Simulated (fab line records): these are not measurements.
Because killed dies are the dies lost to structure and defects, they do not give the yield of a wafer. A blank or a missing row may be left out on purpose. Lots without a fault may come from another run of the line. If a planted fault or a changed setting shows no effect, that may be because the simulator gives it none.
fab line records | flow nand-harc
record: lots: 15 | wafers: 45 | last-day: 34
route steps=1302 shown A_BONDPAD@1216
lots that met no fault: from a run of the same line without faults
start-h: hours from the record's opening day to when the first of the lot's shown wafers began | wait-h: how many hours have passed since the lot's step before this one | " repeats the value in the row above | L1.1+2: a single row standing in for several wafers | - no value, or no start given | * or withheld: withheld | < > ~ a bound
route shown NAME@n: a module of which the file shows steps, and the number in the route of the first | usual: mean/standard deviation of fault-free wafers | same: alike in all rows | chamber/n: place in a boat | sites: the reading at each site | _std_site: the standard deviation of these | _edge_site: outer sites' mean less inner sites' | radius-mm: for every site, how far away it sits from the centre of the wafer | mask NAME#n: copy n | behind: tool/chamber where the wafer was last shaped | hold: cause of the lot's hold/its duration in hours/its outcome | device: transistor that didn't switch, given as n, p or np | end of line: tests of these same wafers at the route's end | a step without rows: its recipe alone | killed: dies that structure and defects cost at the first sort, which is not the same as the wafer's yield | map: dies across one wafer; x = killed, . = not, _ = none there
set.NAME: the setting as run; set.NAME@STEP: as run at that earlier step | model.NAME: the simulator's own value behind a step, which no gauge read
one table for each step of the route and one row for each wafer, over a sample of lots
services: from which hour (start-h, from the record's first day; less than 0 if before it) a tool's chamber was out of use, for how many hours, and why
== steps ==
step: NHARC_A_BONDPAD_OVL_MEAS_35
usual: overlay-x-nm: 0/6 | overlay-y-nm: -1/5
lot.wafer | tool       | chamber | start-h | wait-h | overlay-x-nm | overlay-y-nm
L844.1    | overlay-01 | -       | 540.50  | -      | -4           | -9
L844.2    | "          | -       | "       | "      | -4           | -8
L844.4    | "          | -       | "       | "      | -4           | -8
L845.1    | overlay-01 | -       | 553.50  | -      | 9            | 3
L845.4    | "          | -       | "       | "      | 9            | 3
L845.6    | "          | -       | "       | "      | 9            | 4
L846.1    | overlay-02 | -       | 555.83  | -      | 0            | -4
L846.3    | "          | -       | "       | "      | 0            | -3
L846.5    | "          | -       | "       | "      | 0            | -3
L847.2    | overlay-02 | -       | 572.17  | -      | 3            | 3
L847.3    | "          | -       | "       | "      | 3            | 4
L847.4    | "          | -       | "       | "      | 2            | 3
L849.3    | overlay-02 | -       | 593.97  | -      | -2           | -4
L849.4    | "          | -       | "       | "      | -2           | -5
L849.5    | "          | -       | "       | "      | -2           | -4
L850.2    | overlay-02 | -       | 634.82  | -      | -11          | 2
L850.5    | "          | -       | "       | "      | -11          | 1
L850.6    | "          | -       | "       | "      | -11          | 2
L853.1    | overlay-02 | -       | 642.05  | -      | -4           | 13
L853.3    | "          | -       | "       | "      | -3           | 13
L853.6    | "          | -       | "       | "      | -4           | 13
L855.2    | overlay-02 | -       | 660.50  | -      | -12          | -3
L855.4    | "          | -       | "       | "      | -13          | -2
L855.6    | "          | -       | "       | "      | -13          | -3
L857.2    | overlay-01 | -       | 673.55  | -      | 8            | -3
L857.4    | "          | -       | "       | "      | 8            | -3
L857.5    | "          | -       | "       | "      | 8            | -2
L858.2    | overlay-01 | -       | 675.63  | -      | -4           | 3
L858.3    | "          | -       | "       | "      | -4           | 3
L858.4    | "          | -       | "       | "      | -4           | 3
L861.1    | overlay-02 | -       | 720.71  | -      | 1            | 2
L861.3    | "          | -       | "       | "      | 2            | 2
L861.6    | "          | -       | "       | "      | 1            | 3
L862.1    | overlay-02 | -       | 748.47  | -      | 2            | -12
L862.4    | "          | -       | "       | "      | 2            | -12
L862.6    | "          | -       | "       | "      | 2            | -11
L864.1    | overlay-02 | -       | 750.92  | -      | 10           | -1
L864.3    | "          | -       | "       | "      | 10           | 0
L864.5    | "          | -       | "       | "      | 9            | 0
L865.2    | overlay-02 | -       | 770.70  | -      | -3           | -5
L865.5    | "          | -       | "       | "      | -2           | -5
L865.6    | "          | -       | "       | "      | -3           | -5
L866.1    | overlay-02 | -       | 772.50  | -      | 12           | 5
L866.4    | "          | -       | "       | "      | 12           | 4
L866.5    | "          | -       | "       | "      | 11           | 5
step: NHARC_A_BONDPAD_ETCH_12
recipe: target-depth-a: 2200 | time-s: 110 | chf3-flow-sccm: 50 | o2-flow-sccm: 10 | ar-flow-sccm: 200 | rf-w: 500 | bias-w: 200 | chemistry: CHF3/O2
usual: drypump-motor-current-A: 6.1/0.49 | oes-product-au: 0.940/0.021 | rf-vpp-V: 369.6/2.1 | showerhead-plenum-p-Torr: 2.36/0.09 | throttle-valve-pct: 20.573/0.0088
same: time-s: 110
lot.wafer | tool        | chamber | start-h | wait-h | drypump-motor-current-A | oes-product-au | rf-hours-counter-h | rf-vpp-V | showerhead-plenum-p-Torr | throttle-valve-pct
L844.4    | rie-diel-09 | 3       | -       | -      | 5.9                     | 0.926          | 6                  | 372.0    | 2.53                     | 20.573
L844.2    | "           | 0       | "       | "      | 5.6                     | 0.914          | 6                  | 369.1    | 2.29                     | 20.550
L844.1    | "           | 1       | "       | "      | 6.5                     | 0.931          | 7                  | 369.3    | 2.34                     | 20.568
L845.4    | rie-diel-06 | 0       | -       | -      | 5.4                     | 0.941          | 2                  | 369.3    | 2.32                     | 20.590
L845.1    | "           | 2       | "       | "      | 6.5                     | 0.948          | 2                  | 368.2    | 2.25                     | 20.557
L845.6    | "           | 0       | "       | "      | 5.4                     | 0.948          | -                  | 367.1    | 2.32                     | 20.578
L846.3    | rie-diel-09 | 3       | -       | -      | 5.9                     | 0.935          | 8                  | 373.2    | 2.53                     | 20.580
L846.1    | "           | 2       | "       | "      | 5.9                     | 0.932          | 10                 | 368.2    | 2.26                     | 20.570
L846.5    | "           | 3       | "       | "      | 5.8                     | 0.924          | -                  | 374.8    | 2.53                     | 20.576
L847.4    | rie-diel-06 | 1       | -       | -      | 6.6                     | 0.956          | 3                  | 367.5    | 2.34                     | 20.580
L847.3    | "           | 2       | "       | "      | 6.5                     | 0.954          | 2                  | 367.4    | 2.25                     | 20.577
L847.2    | "           | 3       | "       | "      | 6.6                     | 0.973          | 2                  | 371.8    | 2.45                     | 20.574
L849.4    | rie-diel-09 | 1       | -       | -      | 6.5                     | 0.924          | 15                 | 368.9    | 2.34                     | 20.577
L849.3    | "           | 2       | "       | "      | 5.9                     | 0.916          | 16                 | 367.4    | 2.26                     | 20.574
L849.5    | "           | 1       | "       | "      | 6.5                     | 0.924          | -                  | 371.6    | 2.34                     | 20.571
L850.2    | rie-diel-06 | 1       | -       | -      | 6.6                     | 0.921          | 4                  | 368.3    | 2.34                     | 20.572
L850.6    | "           | 3       | "       | "      | 6.6                     | 0.937          | -                  | 372.2    | 2.45                     | 20.575
L850.5    | "           | 0       | "       | "      | 5.4                     | 0.913          | -                  | 368.7    | 2.32                     | 20.583
L853.3    | rie-diel-06 | 1       | -       | -      | 6.6                     | 0.919          | 5                  | 368.8    | 2.34                     | 20.561
L853.1    | "           | 3       | "       | "      | 6.6                     | 0.932          | 4                  | 372.8    | 2.45                     | 20.573
L853.6    | "           | 1       | "       | "      | 6.6                     | 0.925          | -                  | 369.3    | 2.34                     | 20.573
L855.2    | rie-diel-06 | 1       | -       | -      | 6.6                     | 0.964          | 5                  | 368.4    | 2.34                     | 20.581
L855.4    | "           | 0       | "       | "      | 5.4                     | 0.971          | 5                  | 367.5    | 2.32                     | 20.559
L855.6    | "           | 1       | "       | "      | 6.6                     | 0.964          | -                  | 370.6    | 2.34                     | 20.571
L857.2    | rie-diel-06 | 3       | -       | -      | 6.6                     | 0.973          | 0                  | 371.5    | 2.45                     | 20.572
L857.4    | "           | 2       | "       | "      | 6.5                     | 0.975          | -                  | 366.9    | 2.25                     | 20.574
L857.5    | "           | 3       | "       | "      | 6.6                     | 0.971          | -                  | 372.1    | 2.45                     | 20.559
L858.3    | rie-diel-07 | 1       | -       | -      | 6.1                     | 0.980          | 6                  | 374.2    | 2.52                     | 20.579
L858.2    | "           | 2       | "       | "      | 6.5                     | 0.965          | 5                  | 369.3    | 2.38                     | 20.566
L858.4    | "           | 3       | "       | "      | 5.1                     | 0.961          | 3                  | 368.5    | 2.30                     | 20.573
L861.1    | rie-diel-09 | 3       | -       | -      | 5.9                     | 0.919          | 6                  | 373.4    | 2.52                     | 20.562
L861.3    | "           | 1       | "       | "      | 6.5                     | 0.923          | 5                  | 368.7    | 2.33                     | 20.575
L861.6    | "           | 3       | "       | "      | 5.9                     | 0.917          | -                  | 372.7    | 2.52                     | 20.579
L862.4    | rie-diel-09 | 1       | -       | -      | 6.5                     | 0.934          | 10                 | 368.6    | 2.33                     | 20.581
L862.1    | "           | 2       | "       | "      | 5.9                     | 0.921          | 10                 | 367.9    | 2.25                     | 20.557
L862.6    | "           | 1       | "       | "      | 6.5                     | 0.931          | -                  | 369.4    | 2.33                     | 20.581
L864.1    | rie-diel-06 | 1       | -       | -      | 6.6                     | 0.960          | 2                  | 369.9    | 2.34                     | 20.571
L864.3    | "           | 3       | "       | "      | 6.6                     | 0.982          | 2                  | 371.6    | 2.45                     | 20.583
L864.5    | "           | 1       | "       | "      | 6.6                     | 0.945          | -                  | 370.1    | 2.34                     | 20.575
L865.2    | rie-diel-09 | 3       | -       | -      | 5.9                     | 0.923          | 15                 | 372.2    | 2.52                     | 20.574
L865.5    | "           | 3       | "       | "      | 5.8                     | 0.929          | -                  | 373.0    | 2.52                     | 20.560
L865.6    | "           | 0       | "       | "      | 5.5                     | 0.926          | -                  | 367.8    | 2.28                     | 20.569
L866.4    | rie-diel-06 | 3       | -       | -      | 6.6                     | 0.973          | 2                  | 371.5    | 2.45                     | 20.560
L866.1    | "           | 0       | "       | "      | 5.4                     | 0.962          | 2                  | 368.0    | 2.32                     | 20.554
L866.5    | "           | 3       | "       | "      | 6.6                     | 0.982          | -                  | 372.4    | 2.45                     | 20.588
step: NHARC_A_BONDPAD_PVD_17
recipe: target-thk-a: 50 | bias-v: 168.6 | power-w: 15000 | chamber-pressure-pa: 0.12 | time-s: 8.06 | substrate-temp-c: 50 | material: TaN
usual: bias-v: 168.5/1.8 | cathode-dc-power-W: 15000/2.8 | substrate-temp-c: 49.97/0.12 | throttle-valve-pct: 30.2/1.3 | time-s: 8.06/0
lot.wafer | tool           | chamber | start-h | wait-h | bias-v | cathode-dc-power-W | substrate-temp-c | throttle-valve-pct | time-s
L844.1    | pvd-sputter-02 | -       | 541.67  | -      | 168.4  | 14999              | 49.89            | 30.2               | 8.06
L844.4    | "              | -       | "       | "      | 166.0  | 14999              | 49.92            | 31.7               | 8.06
L844.2    | "              | -       | "       | "      | 169.8  | 15001              | 49.99            | 30.8               | 8.06
L845.4    | pvd-sputter-03 | -       | 554.67  | -      | 169.1  | 14997              | 49.95            | 28.7               | 8.06
L845.1    | "              | -       | "       | "      | 167.2  | 15002              | 49.84            | 31.7               | 8.06
L845.6    | "              | -       | "       | "      | 167.8  | 15000              | 50.02            | 28.6               | 8.06
L846.3    | pvd-sputter-01 | -       | 557.03  | -      | 169.2  | 15002              | 49.93            | 31.7               | 8.06
L846.1    | "              | -       | "       | "      | 169.1  | 15002              | 49.97            | 30.3               | 8.06
L846.5    | "              | -       | "       | "      | 168.0  | 14999              | 50.03            | 32.0               | 8.06
L847.3    | pvd-sputter-01 | -       | 573.47  | -      | 168.2  | 14999              | 50.00            | 30.4               | 8.06
L847.2    | "              | -       | "       | "      | 166.9  | 15001              | 49.99            | 31.9               | 8.06
L847.4    | "              | -       | "       | "      | 166.0  | 14996              | 50.00            | 31.8               | 8.06
L849.4    | pvd-sputter-02 | -       | 595.20  | -      | 166.1  | 15002              | 49.76            | 30.7               | 8.06
L849.3    | "              | -       | "       | "      | 169.8  | 14999              | 49.82            | 30.6               | 8.06
L849.5    | "              | -       | "       | "      | 166.1  | 15004              | 49.91            | 30.5               | 8.06
L850.2    | pvd-sputter-02 | -       | 636.02  | -      | 170.3  | 15001              | 49.96            | 30.3               | 8.06
L850.5    | "              | -       | "       | "      | 170.6  | 15005              | 49.96            | 30.5               | 8.06
L850.6    | "              | -       | "       | "      | 170.3  | 14999              | 50.01            | 30.3               | 8.06
L853.3    | pvd-sputter-02 | -       | 643.22  | -      | 170.3  | 14999              | 50.21            | 30.6               | 8.06
L853.1    | "              | -       | "       | "      | 168.0  | 15001              | 50.20            | 30.6               | 8.06
L853.6    | "              | -       | "       | "      | 168.2  | 14999              | 49.98            | 30.2               | 8.06
L855.4    | pvd-sputter-01 | -       | 661.67  | -      | -      | -                  | -                | -                  | -
L855.2    | "              | -       | "       | "      | -      | -                  | -                | -                  | -
L855.6    | "              | -       | "       | "      | -      | -                  | -                | -                  | -
L857.2    | pvd-sputter-01 | -       | 674.81  | -      | -      | -                  | -                | -                  | -
L857.4    | "              | -       | "       | "      | -      | -                  | -                | -                  | -
L857.5    | "              | -       | "       | "      | -      | -                  | -                | -                  | -
L858.4    | pvd-sputter-03 | -       | 676.84  | -      | -      | -                  | -                | -                  | -
L858.2    | "              | -       | "       | "      | -      | -                  | -                | -                  | -
L858.3    | "              | -       | "       | "      | -      | -                  | -                | -                  | -
L861.3    | pvd-sputter-02 | -       | 721.91  | -      | 166.9  | 14998              | 49.96            | 29.7               | 8.06
L861.1    | "              | -       | "       | "      | 167.4  | 14996              | 49.99            | 29.0               | 8.06
L861.6    | "              | -       | "       | "      | 172.1  | 15001              | 49.83            | 30.8               | 8.06
L862.4    | pvd-sputter-01 | -       | 749.69  | -      | 170.0  | 15003              | 49.91            | 28.8               | 8.06
L862.1    | "              | -       | "       | "      | 167.6  | 15001              | 50.07            | 28.1               | 8.06
L862.6    | "              | -       | "       | "      | 166.1  | 15005              | 50.02            | 28.7               | 8.06
L864.1    | pvd-sputter-03 | -       | 752.11  | -      | 166.8  | 14994              | 50.18            | 28.8               | 8.06
L864.3    | "              | -       | "       | "      | 167.8  | 14999              | 50.09            | 31.2               | 8.06
L864.5    | "              | -       | "       | "      | 166.5  | 14993              | 49.98            | 29.0               | 8.06
L865.2    | pvd-sputter-01 | -       | 771.88  | -      | 171.7  | 14999              | 49.94            | 29.0               | 8.06
L865.5    | "              | -       | "       | "      | 165.0  | 15003              | 50.16            | 31.0               | 8.06
L865.6    | "              | -       | "       | "      | 169.5  | 14998              | 49.84            | 29.0               | 8.06
L866.4    | pvd-sputter-03 | -       | 773.68  | -      | 170.3  | 15004              | 49.83            | 29.0               | 8.06
L866.1    | "              | -       | "       | "      | 171.2  | 15001              | 49.88            | 31.2               | 8.06
L866.5    | "              | -       | "       | "      | 165.4  | 14996              | 50.06            | 28.9               | 8.06
== services ==
tool           | chamber | start-h | hours | kind
rie-diel-06    | 0       | 517.70  | -     | clean
pvd-sputter-03 | -       | 536.44  | 10.0  | pm
rie-diel-07    | 0       | 544.77  | 7.0   | repair
pvd-sputter-02 | -       | 550.37  | 0.5   | repair
pvd-sputter-02 | -       | 578.12  | 2.2   | repair
pvd-sputter-01 | -       | 582.02  | 10.0  | pm
rie-diel-06    | 3       | 588.52  | 6.1   | repair
rie-diel-09    | 1       | 624.67  | 4.9   | repair
rie-diel-06    | -       | 628.86  | 0.4   | repair
rie-diel-07    | 0       | 634.89  | 8.1   | repair
rie-diel-07    | -       | 651.93  | 9.0   | pm
rie-diel-06    | -       | 661.20  | 9.0   | pm
rie-diel-09    | -       | 662.10  | 3.7   | repair
pvd-sputter-02 | -       | 665.24  | 10.0  | pm
rie-diel-09    | -       | 674.10  | 9.0   | pm
rie-diel-06    | -       | 674.68  | 31.4  | repair
rie-diel-07    | 3       | 700.75  | 5.1   | repair
rie-diel-07    | 2       | 704.29  | 22.1  | repair
pvd-sputter-03 | -       | 714.44  | 10.0  | pm
rie-diel-06    | 0       | 723.05  | 5.7   | repair
pvd-sputter-03 | -       | 730.38  | 3.8   | repair
rie-diel-07    | -       | 736.39  | 1.2   | repair
rie-diel-06    | -       | 754.78  | 0.7   | repair
pvd-sputter-01 | -       | 760.02  | 10.0  | pm
== key ==
first-sign: step: NHARC_A_BONDPAD_PVD_17 | reading: tool-record | direction: missing
effect none on later readings
met-at NHARC_A_BONDPAD_PVD_17
struck-lots L855,L857,L858
later-rows-left-out L855.2,L855.4,L855.6,L857.2,L857.4,L857.5,L858.2,L858.3,L858.4
sort-left-out L855.2,L855.4,L855.6,L857.2,L857.4,L857.5,L858.2,L858.3,L858.4
tester-left-out L855,L857
not-acting-at NHARC_A_BONDPAD_OVL_MEAS_35,NHARC_A_BONDPAD_ETCH_12
onset-between 573.47 661.67
earlier-fault: kind: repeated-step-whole | tool: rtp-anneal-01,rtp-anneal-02 | chamber: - | onset-h: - | steps: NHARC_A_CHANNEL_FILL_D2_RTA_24 | times: 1 | scope: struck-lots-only
earlier-fault: kind: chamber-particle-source | tool: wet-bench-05 | chamber: 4 | onset-h: 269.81 | steps: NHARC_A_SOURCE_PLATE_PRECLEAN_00 | rate-per-visit-cm2: 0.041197
fault: kind: skipped-step-whole | tool: pvd-sputter-01,pvd-sputter-03 | chamber: - | onset-h: 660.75 | steps: NHARC_A_BONDPAD_PVD_17 | scope: struck-lots-only
tester-left-out: of these lots the tester's yield and bins aren't shown, on N5 and GAA mostly nor the transistor test; their killed dies are dies lost to structure and defects alone, not to doping, threshold or leakage, so they don't give the yield
sort-left-out: the simulated sort isn't trusted on such a fault, so these wafers' sort isn't shown, and their yield isn't known
later-rows-left-out: the simulator's readings of these wafers behind a module that went badly wrong aren't trusted and aren't shown, but for the sort
